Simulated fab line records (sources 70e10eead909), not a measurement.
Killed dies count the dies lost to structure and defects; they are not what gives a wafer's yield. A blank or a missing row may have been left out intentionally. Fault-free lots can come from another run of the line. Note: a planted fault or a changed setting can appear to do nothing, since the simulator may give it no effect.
Struck lot and sound lot, side by side	flow nand harc	15 steps out of a route of 1302
Sound: the wafers L911.1, L911.2, L911.6. Wafers struck: L918.1, L918.2, L918.4. The cause is named last.
Each step with rows lists, per side, the tool, then ch with its chambers, then its first start. Under that, the readings that differ: sound wafers	struck wafers	difference of the means	sigmas: that difference in standard deviations of wafers without a fault.
alike: readings with means less than 2 such deviations apart, plus words and numbers identical on both sides. not compared: withheld readings, readings lacking a value on some wafer, bounds such as >300 that could conceal the same value, and numbers that have no deviation in the record and whose values overlap.
The two part at a step that has a row with sigmas, a row that says differs or no value, or rows on one side only. Numbers that have no deviation but don't overlap get no sigmas and don't part them. A reading missing from all wafers of one side parts the sides only when that side holds two or more wafers.

first, 9 steps without rows for these wafers: NHARC_P_ZERO_WELL_DEHYDRATE_03 (time 120 s); NHARC_P_ZERO_WELL_HMDS_04 (time 30 s); NHARC_P_ZERO_WELL_COAT_64 (time 65 s); NHARC_P_ZERO_WELL_COAT_05 (resist thk 600 nm); NHARC_P_ZERO_WELL_SOFTBAKE_06 (time 70 s); NHARC_P_ZERO_WELL_EBR_07; NHARC_P_ZERO_WELL_EXPOSE_08 (exposes mask P ZERO, target cd 500 nm); NHARC_P_ZERO_WELL_PEB_09 (peb time 80 s); NHARC_P_ZERO_WELL_DEVELOP_10 (time 50 s).
NHARC_P_ZERO_WELL_CD_MEAS_11: the cd target is 500 nm.
  sound on cd sem-01 ch 0, day 6 21:14; struck on cd sem-02 ch 0, day 9 19:07
  alike: cd nm
then, 1 step without rows for these wafers: NHARC_P_ZERO_WELL_HARDBAKE_12 (time 65 s).
NHARC_P_ZERO_WELL_DESCUM_13: chemistry O2, time 3 s.
  sound on rie diel-04 ch 0,2,3, day 6 21:25; struck on rie diel-07 ch 0,1,3, day 9 19:17
  alike: chamber pressure mTorr, drypump motor current A, oes product au, rf vpp V, showerhead plenum p Torr, throttle valve pct
  not compared: rf hours counter h
NHARC_P_ZERO_WELL_ETCH_65: etches the open film in N2/H2, target depth 80 nm, overetch 24 nm, time 87.88 s.
  sound on rie diel-04 ch 0,1, day 6 21:29; struck on rie diel-07 ch 0,2,3, day 9 19:24
  no value came back on the struck wafers for any of 8 readings (bias w (W), chamber pressure mTorr (mTorr) and others); on the sound wafers bias w (W) reads 150.3 150.0 150.4
  not compared: rf hours counter h
NHARC_P_ZERO_WELL_ETCH_62: etches the open film in CHF3/Ar, target depth 13 nm, time 6.5 s.
  sound on rie diel-04 ch 1,3; struck on rie diel-07 ch 0,2,3, day 9 19:29
  alike: bias w, chamber pressure mTorr, drypump motor current A, oes product au, rf vpp V, showerhead plenum p Torr, throttle valve pct
  not compared: rf hours counter h
-- jump in the record: it breaks off in module P_ZERO_WELL and resumes in module END (first step shown: number 1302 of the route), and 23 days separate the struck wafers' starts before and after --
NHARC_END_SORT_01:
  here the record holds rows for the struck wafers (prober-01 ch 0, day 32 15:21) but none for the sound ones

WHERE THEY PART
At NHARC_P_ZERO_WELL_ETCH_65 first; at NHARC_END_SORT_01 last (within this record only).

WHY: what the simulator had put in
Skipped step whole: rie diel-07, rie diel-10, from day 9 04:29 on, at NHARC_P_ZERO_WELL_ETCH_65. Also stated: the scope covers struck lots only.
